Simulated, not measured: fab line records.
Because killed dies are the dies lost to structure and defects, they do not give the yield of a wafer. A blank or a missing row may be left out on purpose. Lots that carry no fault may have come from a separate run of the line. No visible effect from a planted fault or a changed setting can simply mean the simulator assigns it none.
Struck lot and sound lot, side by side | flow n5 finfet | 15 out of 1938 route steps
Sound: the wafers L427.2, L427.3, L427.5. The struck wafers were L445.1, L445.3, L445.5. The cause is named last.
Each step with rows lists, per side, the tool, then ch with its chambers, then its first start. Under that, the readings that differ: sound wafers | struck wafers | difference of the means | sigmas: that difference in standard deviations of wafers without a fault.
alike: readings whose means differ by less than 2 such deviations, and words and numbers that are the same on both sides. not compared: withheld readings, readings that some wafer has no value for, bounds like >300 that may hide the same value, and numbers for which the record gives no deviation and whose values overlap.
A row with sigmas, a row that says differs or no value, or rows on one side alone: a step with any of these is where the two part. When numbers do not overlap yet have no deviation, they are printed without sigmas and do not part them. A reading that every wafer of one side lacks parts them only if that side has two wafers or more.

N5_BEOL_M12_ETCH_67: etches SiARC in CF4, target depth 143 nm, time 238.3 s.
  sound on rie diel-01 ch 0,2,3, day 12 08:38; struck on rie diel-05 ch 0,1,3, day 17 01:47
  alike: drypump motor current A, etch rf on time s, oes product au, rf vpp V, showerhead plenum p Torr, throttle valve pct
  not compared: rf hours counter h
then, 2 steps without rows for these wafers: N5_BEOL_M12_ETCH_68 (etches SOC in N2/H2, time 285 s); N5_BEOL_M12_STRIP_69 (strips in N2/H2).
N5_BEOL_M12_TRENCH_ETCH_34: etches SiOC in C4F8/O2/Ar, target depth 318.95 nm, time 125.5 s.
  sound on rie diel-01 ch 0,2,3, day 12 08:58; struck on rie diel-05 ch 0,1,3, day 17 02:07
  alike: O2_flow_sccm, drypump motor current A, he inner torr, oes product au, rf vpp V, showerhead plenum p Torr, throttle valve pct
  not compared: rf hours counter h
then, 1 step without rows for these wafers: N5_BEOL_M12_STRIP_70 (strips in C4F8/O2/Ar).
N5_BEOL_M12_OCD_MEAS_35:
  sound on ocd-02, day 12 09:08; struck on ocd-01, day 17 02:16
  alike: trench depth nm
N5_BEOL_M12_STRIP_37: strips in N2/H2.
  sound on plasma asher-01 ch 0, day 12 09:10; struck on plasma asher-02 ch 0,1, day 17 02:18
  reading            | sound       | struck      | difference | sigmas
  heater power w (W) | 348 340 346 | 304 311 306 | -38        | -2
  alike: drypump motor current A, oes product au
  not compared: rf hours counter h
N5_BEOL_M12_ETCH_38: etches SiCN in CF4/N2, target depth 68.7 nm, time 73.4 s.
  sound on rie diel-05 ch 0,1,3, day 12 13:14; struck on rie diel-01 ch 2,3, day 17 03:59
  reading                     | sound       | struck      | difference | sigmas
  drypump motor current A (A) | 5.6 6.2 6.5 | 5.1 4.9 4.9 | -1.1       | -2
  alike: oes product au, rf vpp V, showerhead plenum p Torr, throttle valve pct
  not compared: rf hours counter h
then, 4 steps without rows for these wafers: N5_BEOL_M12_PRECLEAN_39 (cleans in residue remover, time 60 s); N5_BEOL_M12_SRD_40 (time 30 s, dry time 30 s); N5_BEOL_M12_DEGAS_41 (time 60 s); N5_BEOL_M12_PRE_CLEAN_42 (time 30 s).
N5_BEOL_M12_SPUTTER_43: material TaN, target thk 15 nm, time 24.19 s.
  sound on pvd sputter-02, day 12 13:52; struck on pvd sputter-03, day 17 04:38
  reading                                      | sound             | struck            | difference | sigmas
  cathode dc power W (W)                       | 15001 15003 15000 | 15848 15849 15849 | +847       | +99 or more
  model.TaN_of_BEOL_M12_SPUTTER_43.thk nm (nm) | 15.4 15 15.2      | 16 16.2 16.2      | +1         |
  alike: throttle valve pct
N5_BEOL_M12_SPUTTER_44: material Ta, target thk 10 nm, time 16.13 s.
  sound on pvd sputter-02, day 12 13:56; struck on pvd sputter-03, day 17 04:43
  alike: cathode dc power W, throttle valve pct
N5_PASSIVATION_PROBE_49:
  sound wafers here have rows in the record (prober-01, day 14 03:08); struck ones have none

## WHERE THEY PART
Earliest at N5_BEOL_M12_STRIP_37; latest, in this record, at N5_PASSIVATION_PROBE_49.

WHY: the cause the simulator had injected
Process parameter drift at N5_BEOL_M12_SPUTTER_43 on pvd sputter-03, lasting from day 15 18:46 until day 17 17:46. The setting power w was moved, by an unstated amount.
